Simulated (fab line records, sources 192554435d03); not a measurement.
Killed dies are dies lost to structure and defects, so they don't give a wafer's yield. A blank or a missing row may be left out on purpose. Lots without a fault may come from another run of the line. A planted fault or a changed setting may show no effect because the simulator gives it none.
Split-lot experiment | flow n5_finfet | 7 lots, 21 wafers read, on a route of 1938 steps

THE SPLIT
At N5_BEOL_M12_ETCH_38 (etches SiCN in CF4/N2, target depth 68.7 nm, time 73.4 s), the setting time_s was moved away from the recipe's 73.4 s on 4 of the 21 wafers read, by -14.3% to +17.9%. The other wafers ran this setting at the recipe's value.

The reading is taken at the split's own step.

THE READING
etch.depth_nm (the simulator's own value, which no gauge read), in nm, at N5_BEOL_M12_ETCH_38 (etches SiCN in CF4/N2, target depth 68.7 nm, time 73.4 s). The file gives no usual value for it. The 17 wafers here that ran the recipe average 59.34 nm, standard deviation 2 nm.

wafer  | tool, chamber at the split | time_s as run, s | against the recipe | etch.depth_nm, nm | against lot-mates on the recipe
L078.1 | rie_diel-01, 2             | 73.4             | recipe             | 59.02             | -
L078.4 | rie_diel-01, 1             | 73.4             | recipe             | 56.18             | -
L078.5 | rie_diel-01, 0             | 73.4             | recipe             | 61.52             | -
L079.1 | rie_diel-04, 0             | 73.4             | recipe             | 56.81             | -
L079.4 | rie_diel-04, 2             | 73.4             | recipe             | 60.91             | -
L079.6 | rie_diel-04, 1             | 73.4             | recipe             | 58.14             | -
L082.2 | rie_diel-05, 0             | 62.92            | -14.3%             | 49.62             | -11.29
L082.5 | rie_diel-05, 0             | 62.92            | -14.3%             | 49.85             | -11.06
L082.6 | rie_diel-05, 3             | 73.4             | recipe             | 60.91             | -
L084.3 | rie_diel-04, 1             | 73.4             | recipe             | 59.05             | -
L084.4 | rie_diel-04, 3             | 73.4             | recipe             | 62.24             | -
L084.5 | rie_diel-04, 1             | 73.4             | recipe             | 59.37             | -
L088.3 | rie_diel-04, 2             | 73.4             | recipe             | 60.81             | -
L088.5 | rie_diel-04, 2             | 73.4             | recipe             | 60.43             | -
L088.6 | rie_diel-04, 1             | 63.26            | -13.8%             | 50.56             | -10.06
L089.2 | rie_diel-05, 0             | 73.4             | recipe             | 59.1              | -
L089.5 | rie_diel-05, 3             | 73.4             | recipe             | 61.89             | -
L089.6 | rie_diel-05, 0             | 73.4             | recipe             | 59.75             | -
L090.1 | rie_diel-01, 2             | 86.53            | +17.9%             | 70.63             | +14.33
L090.3 | rie_diel-01, 3             | 73.4             | recipe             | 57.23             | -
L090.4 | rie_diel-01, 1             | 73.4             | recipe             | 55.37             | -

THE FIT
A straight line over all 21 wafers: etch.depth_nm changes by +0.649 nm for each +1% of time_s; r = +0.92; the points scatter about the line by 1.9 nm.
The same after taking each lot's own level away (the mean of its wafers on the recipe; 21 wafers): +0.779 nm for each +1%; r = +0.97; scatter 1.4 nm.
On that fit, the largest move of time_s shifts the reading by 14 nm.
The lots' own levels span 56.300 to 60.910 nm, that is 2.3 times the standard deviation above.
So the lot-to-lot level changes the slope: the two fits differ.
Check: with one of the wafers moved furthest among these (+17.9%) left out of the fit, the line predicts +13.7 nm for it against its lot-mates. It came out at +14.3 nm against them.

OTHER SPLITS ON THESE WAFERS
These wafers also went through other splits before the reading. Each is held against what the fit with the lots' levels taken away leaves over:
other split on the same wafers | wafers away from the commonest value | r with etch.depth_nm (lot level and that fit taken away)
N5_BEOL_M6_ETCH_66 bias_w      | 8                                    | +0.12
N5_BEOL_M7_VIA_ETCH_34 bias_w  | 9                                    | +0.00
N5_BEOL_M7_ETCH_41 source_w    | 8                                    | +0.06
N5_BEOL_M8_ETCH_65 source_w    | 7                                    | -0.30
N5_BEOL_M11_PECVD_70 temp_c    | 9                                    | +0.07
N5_BEOL_M11_COAT_59 spin_rpm   | 7                                    | +0.37
N5_BEOL_M11_CURE_72 time_s     | 7                                    | -0.18
N5_BEOL_M11_ALD_74 ald_cycles  | 5                                    | +0.19
N5_BEOL_M12_ETCH_67 source_w   | 6                                    | -0.21

THE FILE'S OWN FIT
etch.depth_nm changes by +0.776 nm for each +1% of time_s, r = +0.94.
